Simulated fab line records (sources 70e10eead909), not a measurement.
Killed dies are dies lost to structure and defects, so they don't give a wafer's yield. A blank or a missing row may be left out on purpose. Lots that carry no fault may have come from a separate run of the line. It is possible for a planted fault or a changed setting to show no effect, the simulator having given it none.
What tool caused it? + flow nand harc + 15 lots with 45 wafers sampled at 3 steps, on a route of 1302 steps

== WHAT EACH GAUGE READ, for each wafer ==
NHARC_A_M1_CD_MEAS_09 targets a cd of 120 nm. Usual: cd nm 119.9 nm, standard deviation 0.81.
| lot  | measured     | on        | cd nm (nm)        | flag |
|------|--------------|-----------|-------------------|------|
| L230 | day 22 21:07 | cd sem-03 | 119.9 119.9 119.5 |      |
| L231 | day 23 01:01 | cd sem-02 | 119.9 117.1 118.9 |      |
| L233 | day 24 09:18 | cd sem-01 | 120.8 121.0 120.3 |      |
| L232 | day 24 09:58 | cd sem-01 | 119.9 119.3 119.1 |      |
| L235 | day 24 20:07 | cd sem-01 | 118.8 119.5 120.3 |      |
| L237 | day 25 13:55 | cd sem-01 | 119.5 119.8 120.9 |      |
| L236 | day 25 14:10 | cd sem-03 | 120.7 120.6 120.0 |      |
| L245 | day 28 23:37 | cd sem-01 | 119.9 118.5 119.6 |      |
| L246 | day 29 12:59 | cd sem-01 | 119.8 117.8 120.0 |      |
| L247 | day 30 13:30 | cd sem-03 | 120.0 120.2 121.3 |      |
| L251 | day 31 04:22 | cd sem-02 | 120.2 120.3 119.8 |      |
| L249 | day 31 05:50 | cd sem-02 | 120.7 120.6 120.2 |      |
| L250 | day 31 09:42 | cd sem-03 | 119.9 120.0 120.4 |      |
| L252 | day 31 21:13 | cd sem-03 | 118.6 120.9 121.6 |      |
| L253 | day 32 11:17 | cd sem-02 | 119.7 119.9 120.7 |      |

NHARC_A_M1_INSPECT_11. Usual: raw defect count 88, standard deviation 39.
| lot  | measured     | on                | raw defect count | flag |
|------|--------------|-------------------|------------------|------|
| L230 | day 22 21:14 | defect inspect-01 | 67 62 65         |      |
| L231 | day 23 01:08 | defect inspect-02 | 96 109 92        |      |
| L233 | day 24 09:25 | defect inspect-01 | 87 109 109       |      |
| L232 | day 24 10:06 | defect inspect-02 | 57 58 76         |      |
| L235 | day 24 20:14 | defect inspect-02 | 110 108 123      |      |
| L237 | day 25 14:02 | defect inspect-01 | 29 27 23         |      |
| L236 | day 25 14:17 | defect inspect-01 | 158 168 156      |      |
| L245 | day 28 23:44 | defect inspect-02 | 19 31 37         |      |
| L246 | day 29 13:07 | defect inspect-01 | 137 136 149      |      |
| L247 | day 30 13:38 | defect inspect-02 | 74 70 70         |      |
| L251 | day 31 04:29 | defect inspect-01 | 28 41 32         |      |
| L249 | day 31 05:57 | defect inspect-01 | 115 134 110      |      |
| L250 | day 31 09:49 | defect inspect-01 | 121 124 121      |      |
| L252 | day 31 21:20 | defect inspect-02 | 71 86 78         |      |
| L253 | day 32 11:25 | defect inspect-01 | 111 89 97        |      |

== WHAT TOOL EACH LOT RAN ON (gives the tool, then ch and the chambers of the sampled wafers, and finally the start) ==
| lot  | NHARC_A_M0_ANNEAL_30             |
|------|----------------------------------|
| L230 | rtp anneal-01 ch 0, day 22 18:57 |
| L231 | rtp anneal-02 ch 0, day 22 22:49 |
| L233 | rtp anneal-01 ch 0, day 24 05:02 |
| L232 | rtp anneal-01 ch 0, day 24 07:54 |
| L235 | rtp anneal-01 ch 0, day 24 17:58 |
| L237 | rtp anneal-01 ch 0, day 25 11:41 |
| L236 | rtp anneal-02 ch 0, day 25 12:07 |
| L245 | rtp anneal-02 ch 0, day 28 21:42 |
| L246 | rtp anneal-02 ch 0, day 29 10:46 |
| L247 | rtp anneal-02 ch 0, day 30 11:17 |
| L251 | rtp anneal-01 ch 0, day 31 02:11 |
| L249 | rtp anneal-01 ch 0, day 31 03:48 |
| L250 | rtp anneal-01 ch 0, day 31 07:31 |
| L252 | rtp anneal-01 ch 0, day 31 19:09 |
| L253 | rtp anneal-01 ch 0, day 32 09:13 |
- NHARC_A_M0_ANNEAL_30: time 90 s.

== AS READ BY THE TOOLS THEMSELVES (means over the sampled wafers that have a number; for cases with no such wafer, the mark the record gives instead) ==
NHARC_A_M0_ANNEAL_30. Usual: wafer_temp_C_max 225.80, standard deviation 0.29.
| lot  | tool          | wafer_temp_C_max | flag |
|------|---------------|------------------|------|
| L230 | rtp anneal-01 | 225.61           |      |
| L231 | rtp anneal-02 | 225.92           |      |
| L233 | rtp anneal-01 | 225.46           |      |
| L232 | rtp anneal-01 | 225.66           |      |
| L235 | rtp anneal-01 | 225.72           |      |
| L237 | rtp anneal-01 | 225.82           |      |
| L236 | rtp anneal-02 | 226.09           |      |
| L245 | rtp anneal-02 | 225.94           |      |
| L246 | rtp anneal-02 | 226.18           |      |
| L247 | rtp anneal-02 | 225.98           |      |
| L251 | rtp anneal-01 | 225.48           |      |
| L249 | rtp anneal-01 | 225.70           |      |
| L250 | rtp anneal-01 | 225.51           |      |
| L252 | rtp anneal-01 | 225.66           |      |
| L253 | rtp anneal-01 | 225.63           |      |

== THE ANSWER, worked out from the rows above alone ==
Rule: a lot counts as off when the mean over its wafers that have a number is more than 3 standard deviations away from the usual mean. Also off: a lot with no number at a reading for which 4 or more lots have one. Any other lot the step has rows for is counted as sound. The gauges are gone through in route order, then the tools' own readings, and for those a lot's mean is taken as printed above. At the first step where some lot is off, the reading lying furthest off is the one used; lots without a number count as furthest.
None of the lots is off at any reading shown; this tells nothing.

== WHAT THE SIMULATOR HAD INSERTED ==
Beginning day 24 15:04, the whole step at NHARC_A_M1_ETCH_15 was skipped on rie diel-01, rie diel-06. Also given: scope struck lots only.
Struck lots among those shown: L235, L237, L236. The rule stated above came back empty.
